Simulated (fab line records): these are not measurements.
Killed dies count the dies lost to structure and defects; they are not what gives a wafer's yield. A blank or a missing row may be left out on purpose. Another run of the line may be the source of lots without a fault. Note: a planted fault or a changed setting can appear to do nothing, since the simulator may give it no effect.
Comparing a struck lot with a sound one :: flow n5_finfet :: 17 out of 1938 route steps
Sound: these wafers, L142.2, L142.3, L142.4. Struck: wafers L135.2, L135.5 (left out: L135.3, a lot-mate that was not struck); the cause follows at the end.
At each step with rows: each side's tool, then ch and its chambers, then its first start. Under that, the readings that differ: sound wafers :: struck wafers :: difference of the means :: sigmas: that difference in standard deviations of wafers without a fault.
alike: same words and numbers on both sides, and readings whose means sit less than 2 such deviations apart. not compared: any withheld reading, any reading some wafer has no value for, any bound like >300 that may hide the same value, and any number with overlapping values for which the record gives no deviation.
Wherever a step has rows on one side only, a row that says differs or no value, or a row with sigmas, the two part there. Non-overlapping numbers with no deviation appear without sigmas and do not part them. A reading that every wafer of one side lacks parts them only if that side has two wafers or more.

N5_BEOL_M11_ETCH_62: etches SOC in N2/H2, target depth 110 nm, overetch 22 nm, time 165 s.
  sound on rie_diel-06 ch 1,2,3, day 16 03:10; struck on rie_diel-06 ch 1, day 14 02:29
  alike: drypump_motor_current_A, oes_product_au, rf_vpp_V, showerhead_plenum_p_Torr, throttle_valve_pct
  not compared: rf_hours_counter_h
then, 1 step without rows for these wafers: N5_BEOL_M11_STRIP_68 (strips in N2/H2).
N5_BEOL_M11_STRIP_67: strips in CF4.
  sound on rie_diel-06 ch 1,2,3, day 16 03:18; struck on rie_diel-06 ch 1, day 14 02:38
  alike: drypump_motor_current_A, oes_product_au, rf_vpp_V, showerhead_plenum_p_Torr, throttle_valve_pct
  not compared: rf_hours_counter_h
N5_BEOL_M11_HM_OPEN_17: chemistry Cl2/BCl3, target TiN, target depth 20 nm, overetch 6 nm.
  sound on rie_metal-03 ch 0,1, day 16 03:20; struck on rie_metal-01 ch 0, day 14 02:40
  alike: drypump_motor_current_A, oes_product_au, throttle_valve_pct
  not compared: rf_hours_counter_h
N5_BEOL_M11_STRIP_19: strips in O2.
  sound on rie_diel-06 ch 0,1,2, day 16 03:27; struck on rie_diel-02 ch 0,3, day 14 02:47
  alike: drypump_motor_current_A, oes_product_au, rf_vpp_V, showerhead_plenum_p_Torr, throttle_valve_pct
  not compared: rf_hours_counter_h
N5_BEOL_M11_CD_MEAS_18: pitch 140 nm, target cd 70 nm.
  struck on cd_sem-02, day 14 02:51; sound on cd_sem-03, day 16 03:31
  alike: cd_nm
then, 6 steps without rows for these wafers: N5_BEOL_M11_COAT_63 (time 60 s, resist thk 100 nm); N5_BEOL_M11_COAT_64 (time 60 s, resist thk 30 nm); N5_BEOL_M11_COAT_22 (resist thk 90 nm); N5_BEOL_M11_EBR_24; N5_BEOL_M11_SOFTBAKE_23 (time 60 s); N5_BEOL_M11_EXPOSE_25 (exposes mask V10).
N5_BEOL_M11_PEB_26: peb time 60 s.
  sound on litho_track-03 ch 0, day 16 03:57; struck on litho_track-01 ch 0, day 14 03:17
then, 1 step without rows for these wafers: N5_BEOL_M11_DEVELOP_27 (develop time 30 s).
N5_BEOL_M11_CD_MEAS_28: the cd target is 70 nm.
  sound on cd_sem-02 ch 0, day 16 04:01; struck on cd_sem-03 ch 0, day 14 03:20
reading: cd_nm (nm)
sound: 70.6 69.8 70.4
struck: 73.6 73.4
difference: +3.2
sigmas: +5
N5_BEOL_M11_OVL_MEAS_29:
  sound on overlay-01 ch 0, day 16 04:03; struck on overlay-02 ch 0, day 14 03:22
  alike: V10_OVL
N5_PASSIVATION_PROBE_49:
  the record has rows for the sound wafers here (prober-02, day 18 01:54) and none for the struck ones

WHERE THEY PART
First at N5_BEOL_M11_CD_MEAS_28; last, within this record, at N5_PASSIVATION_PROBE_49.

WHY: whatever the simulator had introduced
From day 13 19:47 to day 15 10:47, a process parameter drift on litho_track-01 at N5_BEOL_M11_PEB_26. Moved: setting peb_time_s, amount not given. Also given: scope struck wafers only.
